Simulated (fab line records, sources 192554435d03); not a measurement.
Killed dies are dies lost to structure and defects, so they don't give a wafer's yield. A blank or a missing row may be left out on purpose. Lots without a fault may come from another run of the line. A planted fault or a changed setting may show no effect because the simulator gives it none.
Which tool did it? | flow n5_finfet | 10 lots, 29 wafers sampled, at 6 steps of a route of 1938

WHAT THE GAUGES READ, wafer by wafer
N5_BEOL_M4_RC_MEAS_101.
lot  | measured     | on        | DIBL_N (mV/V)  | DIBL_P (mV/V)  | IOFF_N (nA/um) | IOFF_P (nA/um) | ION_N (uA/um) | ION_P (uA/um) | SS_N (mV/dec)  | SS_P (mV/dec)  | VT_N (mV)   | VT_P (mV)
L843 | day 8 07:27  | prober-01 | 37.5 36.1 36.9 | 37.2 35.1 35.8 | 0.17 0.15 0.16 | 0.22 0.18 0.20 | 684 672 664   | 464 462 461   | 71.0 70.5 70.1 | 73.8 73.2 72.9 | 247 250 248 | -250 -251 -253
L854 | day 11 06:11 | prober-02 | 36.9 36.7 35.9 | 37.0 37.3 35.6 | 0.18 0.17 0.15 | 0.25 0.24 0.22 | 690 670 678   | 472 457 468   | 71.2 71.8 71.6 | 73.0 73.6 73.4 | 246 250 251 | -246 -248 -250
L856 | day 11 15:00 | prober-02 | 34.1 38.9 35.0 | 34.2 39.7 34.5 | 0.11 0.19 0.12 | 0.16 0.23 0.15 | 660 669 656   | 454 453 452   | 70.6 72.1 71.2 | 73.3 74.7 72.7 | 255 249 253 | -254 -254 -258
L861 | day 13 04:11 | prober-01 | 33.5 32.6 36.3 | 33.8 31.7 35.8 | 0.13 0.11 0.17 | 0.19 0.17 0.22 | 670 645 681   | 464 447 468   | 70.4 70.0 71.0 | 72.4 72.1 73.4 | 250 252 251 | -248 -251 -248
L862 | day 13 05:05 | prober-02 | 37.1 35.7      | 36.8 35.6      | 0.17 0.15      | 0.25 0.22      | 679 677       | 472 464       | 71.1 71.6      | 73.1 73.1      | 249 249     | -246 -248
L863 | day 13 19:22 | prober-02 | 34.1 35.5 36.3 | 32.4 35.3 35.0 | 0.12 0.15 0.16 | 0.18 0.21 0.19 | 653 675 675   | 456 463 461   | 71.3 71.6 71.5 | 72.6 72.9 73.0 | 251 251 249 | -252 -254 -253
L864 | day 13 22:01 | prober-02 | 35.8 37.6 34.1 | 36.1 38.6 33.2 | 0.15 0.19 0.12 | 0.21 0.25 0.16 | 673 686 665   | 461 467 455   | 71.4 72.0 70.5 | 73.9 74.6 72.6 | 248 246 255 | -251 -249 -251
L865 | day 14 03:22 | prober-02 | 33.7 36.1 34.0 | 34.0 36.2 34.3 | 0.11 0.14 0.11 | 0.16 0.18 0.15 | 667 675 658   | 464 457 457   | 70.3 71.2 70.8 | 72.1 73.5 72.1 | 256 254 255 | -255 -251 -255

WHICH TOOL RAN EACH LOT (tool, then ch and the chambers of the sampled wafers, then the start)
lot  | N5_BEOL_M3_PRE_CLEAN_45      | N5_BEOL_M3_CVD_47                | N5_BEOL_M3_SPUTTER_86        | N5_BEOL_M3_ANNEAL_87         | N5_BEOL_M3_CMP_52
L843 | pvd_sputter-02, day 7 10:58  | cvd_co-02 ch 0,1,2, day 7 11:23  | pvd_sputter-03, day 7 12:13  | pvd_sputter-03, day 7 12:17  | cmp-04 ch 0,1,2, day 7 13:52
L851 | pvd_sputter-01, day 9 22:13  | cvd_co-01 ch 0,1,2, day 9 22:44  | pvd_sputter-01, day 9 23:40  | pvd_sputter-01, day 9 23:44  | cmp-04 ch 1,2, day 10 01:37
L852 | pvd_sputter-02, day 10 12:57 | cvd_co-01 ch 0,1,2, day 10 13:21 | pvd_sputter-03, day 10 14:11 | pvd_sputter-03, day 10 14:16 | cmp-03 ch 0,3, day 10 15:46
L854 | pvd_sputter-02, day 10 13:21 | cvd_co-01 ch 0,1,2, day 10 14:38 | pvd_sputter-03, day 10 16:01 | pvd_sputter-03, day 10 16:06 | cmp-03 ch 0,2, day 10 17:39
L856 | pvd_sputter-01, day 10 20:46 | cvd_co-01 ch 0,1,2, day 10 21:17 | pvd_sputter-01, day 10 22:10 | pvd_sputter-01, day 10 22:15 | cmp-01 ch 0,1,3, day 10 23:46
L861 | pvd_sputter-01, day 12 10:43 | cvd_co-02 ch 0,1, day 12 11:06   | pvd_sputter-02, day 12 11:59 | pvd_sputter-02, day 12 12:04 | cmp-01 ch 0,2, day 12 13:40
L862 | pvd_sputter-02, day 12 13:20 | cvd_co-01 ch 1, day 12 14:52     | pvd_sputter-03, day 12 15:44 | pvd_sputter-03, day 12 15:49 | cmp-01 ch 1, day 12 17:20
L863 | pvd_sputter-03, day 13 04:46 | cvd_co-01 ch 0,1,2, day 13 05:12 | pvd_sputter-02, day 13 06:20 | pvd_sputter-02, day 13 06:25 | cmp-03 ch 0,1,2, day 13 07:55
L864 | pvd_sputter-01, day 13 06:59 | cvd_co-01 ch 0,1,2, day 13 07:22 | pvd_sputter-03, day 13 08:12 | pvd_sputter-03, day 13 08:17 | cmp-04 ch 0,2,3, day 13 09:48
L865 | pvd_sputter-01, day 13 10:23 | cvd_co-02 ch 0,1, day 13 10:58   | pvd_sputter-03, day 13 11:47 | pvd_sputter-03, day 13 11:52 | cmp-04 ch 0,2, day 13 13:25
- N5_BEOL_M3_PRE_CLEAN_45: time 30 s.
- N5_BEOL_M3_CVD_47: deposits Co from CCTBA/H2, target thk 3 nm, time 223.8 s.
- N5_BEOL_M3_SPUTTER_86: material Cu, target thk 4.5 nm, time 8.29 s.
- N5_BEOL_M3_ANNEAL_87: time 240 s.
- N5_BEOL_M3_CMP_52: polishes, stops on SiOC, t overpolish 6.8 s, target thk 40 nm.

WHAT THE TOOLS THEMSELVES READ (means of the sampled wafers that have a number; where no wafer has one, the mark that the record gives instead)
N5_BEOL_M3_PRE_CLEAN_45.
lot  | tool           | heater_power_w (W)
L843 | pvd_sputter-02 | 406
L851 | pvd_sputter-01 | 293
L852 | pvd_sputter-02 | 367
L854 | pvd_sputter-02 | 376
L856 | pvd_sputter-01 | 328
L861 | pvd_sputter-01 | 280
L862 | pvd_sputter-02 | 390
L863 | pvd_sputter-03 | 339
L864 | pvd_sputter-01 | 297
L865 | pvd_sputter-01 | 330

N5_BEOL_M3_CVD_47.
lot  | tool      | chamber_pressure_Torr (Torr) | run_length_s (s)
L843 | cvd_co-02 | 30.02                        | 246.2
L851 | cvd_co-01 | -                            | -
L852 | cvd_co-01 | -                            | -
L854 | cvd_co-01 | 30.01                        | 246.2
L856 | cvd_co-01 | 30.05                        | 246.1
L861 | cvd_co-02 | 30.00                        | 246.2
L862 | cvd_co-01 | 30.03                        | 246.4
L863 | cvd_co-01 | 29.96                        | 246.3
L864 | cvd_co-01 | 29.93                        | 246.5
L865 | cvd_co-02 | 29.99                        | 246.2

N5_BEOL_M3_SPUTTER_86.
lot  | tool           | chamber_pressure_pa (Pa) | throttle_valve_pct (%)
L843 | pvd_sputter-03 | 0.07017                  | 29.8
L851 | pvd_sputter-01 | 0.07006                  | 29.3
L852 | pvd_sputter-03 | 0.06986                  | 29.8
L854 | pvd_sputter-03 | 0.07005                  | 28.8
L856 | pvd_sputter-01 | 0.07004                  | 30.2
L861 | pvd_sputter-02 | 0.07009                  | 30.8
L862 | pvd_sputter-03 | 0.07003                  | 28.0
L863 | pvd_sputter-02 | 0.06990                  | 30.2
L864 | pvd_sputter-03 | 0.07000                  | 28.7
L865 | pvd_sputter-03 | 0.07000                  | 28.2

N5_BEOL_M3_ANNEAL_87.
lot  | tool           | heater_power_w (W)
L843 | pvd_sputter-03 | 774
L851 | pvd_sputter-01 | 824
L852 | pvd_sputter-03 | 832
L854 | pvd_sputter-03 | 839
L856 | pvd_sputter-01 | 782
L861 | pvd_sputter-02 | 850
L862 | pvd_sputter-03 | 834
L863 | pvd_sputter-02 | 998
L864 | pvd_sputter-03 | 851
L865 | pvd_sputter-03 | 851

N5_BEOL_M3_CMP_52.
lot  | tool   | barrier_field_endpoint_s (s) | motor_current_A (A) | platen_rpm (rpm)
L843 | cmp-04 | 25.2                         | 6.0                 | 49.98
L851 | cmp-04 | 21.0                         | 6.0                 | 49.99
L852 | cmp-03 | 20.3                         | 5.4                 | 50.03
L854 | cmp-03 | 24.8                         | 6.4                 | 50.00
L856 | cmp-01 | 24.5                         | 5.7                 | 50.00
L861 | cmp-01 | 24.7                         | 6.5                 | 50.02
L862 | cmp-01 | 25.2                         | 4.8                 | 49.99
L863 | cmp-03 | 24.5                         | 6.4                 | 50.01
L864 | cmp-04 | 24.5                         | 6.2                 | 50.03
L865 | cmp-04 | 23.8                         | 6.0                 | 50.04

THE ANSWER, worked out from the rows above alone
Rule: what is usual is taken from the lots themselves. Put in order of their means at a reading, lots are off if they are a third of the lots or fewer, leave a main group of 4 or more, and stand apart from it by a gap of 3 or more times the standard deviation of the main group's means; of several such gaps the widest counts. A main group whose means are all the same, to the digits that the tables above print for the reading, isn't used. A lot without any number at a reading at which 4 lots or more have one is off too. The other lots that the step has rows for count as sound. The gauges are gone through in route order, then the tools' own readings, and for those a lot's mean is taken as printed above. The first step at which some lot is off is used, and at that step the reading that is off furthest; a lot without a number counts as furthest.
Off: L851, L852, at N5_BEOL_M3_CVD_47 (chamber_pressure_Torr). Without a number there: L851, L852. The main group: mean 30.00 Torr, standard deviation 0.036.
A tool fits if, at that step or a process step before it, it ran every lot that is off, and no sound lot after the first of them. None of those tried fits.

WHAT THE SIMULATOR HAD PUT IN
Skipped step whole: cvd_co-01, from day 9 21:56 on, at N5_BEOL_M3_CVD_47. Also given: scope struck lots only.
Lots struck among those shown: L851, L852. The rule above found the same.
